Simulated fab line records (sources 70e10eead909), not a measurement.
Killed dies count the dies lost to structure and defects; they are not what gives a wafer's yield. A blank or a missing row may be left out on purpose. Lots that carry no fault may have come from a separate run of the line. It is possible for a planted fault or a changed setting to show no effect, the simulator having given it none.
Struck lot and sound lot, side by side	flow nand-harc	15 out of 1302 route steps
Sound: the wafers L121.2, L121.3, L121.6. Struck: wafer L124.5. (L124.2, L124.6 of the same lot were not struck and are left out.) The cause comes at the end.
Per side, at each step with rows, come the tool, then ch with its chambers, and then its first start. Under that, the readings that differ: sound wafers	struck wafers	difference of the means	sigmas: that difference in standard deviations of wafers without a fault.
alike: same words and numbers on both sides, and readings whose means sit less than 2 such deviations apart. not compared: any withheld reading, any reading some wafer has no value for, any bound like >300 that may hide the same value, and any number with overlapping values for which the record gives no deviation.
The two part at a step that has a row with sigmas, a row that says differs or no value, or rows on one side only. Non-overlapping numbers with no deviation appear without sigmas and do not part them. Lack of a reading on every wafer of one side parts them only where that side has two or more wafers.

NHARC_THIN_TSV_DEP_43: deposits SiO2, target thk 1328.5 nm.
  sound on pecvd-02 ch 0,1,2, day 24 22:20; struck on pecvd-02 ch 0, day 26 11:59
  alike: throttle-valve-pct
then, 8 steps without rows for these wafers: NHARC_THIN_TSV_DEHYDRATE_04 (time 120 s); NHARC_THIN_TSV_HMDS_05 (time 30 s); NHARC_THIN_TSV_COAT_06; NHARC_THIN_TSV_SOFTBAKE_07 (time 95 s); NHARC_THIN_TSV_EBR_08; NHARC_THIN_TSV_EXPOSE_09 (exposes mask TSV); NHARC_THIN_TSV_PEB_10 (peb time 85 s); NHARC_THIN_TSV_DEVELOP_11 (time 70 s).
NHARC_THIN_TSV_CD_MEAS_12 targets a cd of 1000 nm.
  sound on cd-sem-03 ch 0, day 24 23:08; struck on cd-sem-01 ch 0, day 26 12:43
  alike: cd-nm
then, 1 step without rows for these wafers: NHARC_THIN_TSV_HARDBAKE_13 (time 80 s).
NHARC_THIN_TSV_DESCUM_14: chemistry O2, time 3 s.
  sound on rie-diel-11 ch 1,3, day 24 23:17; struck on rie-diel-04 ch 0, day 26 12:53
reading	sound	struck	difference	sigmas
rf-vpp-V (V)	57.2 58.7 57.2	59.5	+1.8	+2
  alike: drypump-motor-current-A, oes-product-au, showerhead-plenum-p-Torr, throttle-valve-pct
  not compared: rf-hours-counter-h
NHARC_THIN_TSV_ETCH_44: etches the open film in CF4/O2, target depth 1594.2 nm, time 797.1 s.
  sound on rie-diel-11 ch 1,3, day 24 23:26; struck on rie-diel-04 ch 0, day 26 13:05
reading	sound	struck	difference	sigmas
run-length-s (s)	818.3 818.4 818.4	614.5	-203.9	-99 or more
  alike: drypump-motor-current-A, oes-product-au, rf-vpp-V, showerhead-plenum-p-Torr, throttle-valve-pct
  not compared: rf-hours-counter-h
NHARC_THIN_TSV_ETCH_15: target depth 3000 nm, bosch target overetch cycles 2, bosch etch step 2.8 s.
  sound on rie-si-04 ch 0,2,3, day 24 23:56; struck on rie-si-03 ch 0, day 26 13:32
  alike: drypump-motor-current-A
  not compared: rf-hours-counter-h
NHARC_END_SORT_01:
  sound on prober-01 ch 0, day 25 15:20; struck on prober-02 ch 0, day 27 06:51
reading	sound	struck	difference	sigmas
defect-limited-yield (%)	91.3 90.7 87.9	0	-90	-37
killed-at-other	0 1 1	613	+612	+99 or more
killed-dies	59 63 82	677	+609	+38
sort_bin_2_pct (%)	4.1 4.6 4.9	93.9	+89.4	+81
sort-n-pass	618 614 595	0	-609	-38
sort-rim-yield-pct (%)	93 100 96	0	-96	-16
sort-yield-pct (%)	91.3 90.7 87.9	0	-90	-37
  alike: killed-at-array, killed-at-periphery, killed-open, killed-short, sort_bin_3_pct, sort_bin_4_pct

WHERE THEY PART
At NHARC_THIN_TSV_DESCUM_14 first; at NHARC_END_SORT_01 last (within this record only).

WHY: whatever the simulator had introduced
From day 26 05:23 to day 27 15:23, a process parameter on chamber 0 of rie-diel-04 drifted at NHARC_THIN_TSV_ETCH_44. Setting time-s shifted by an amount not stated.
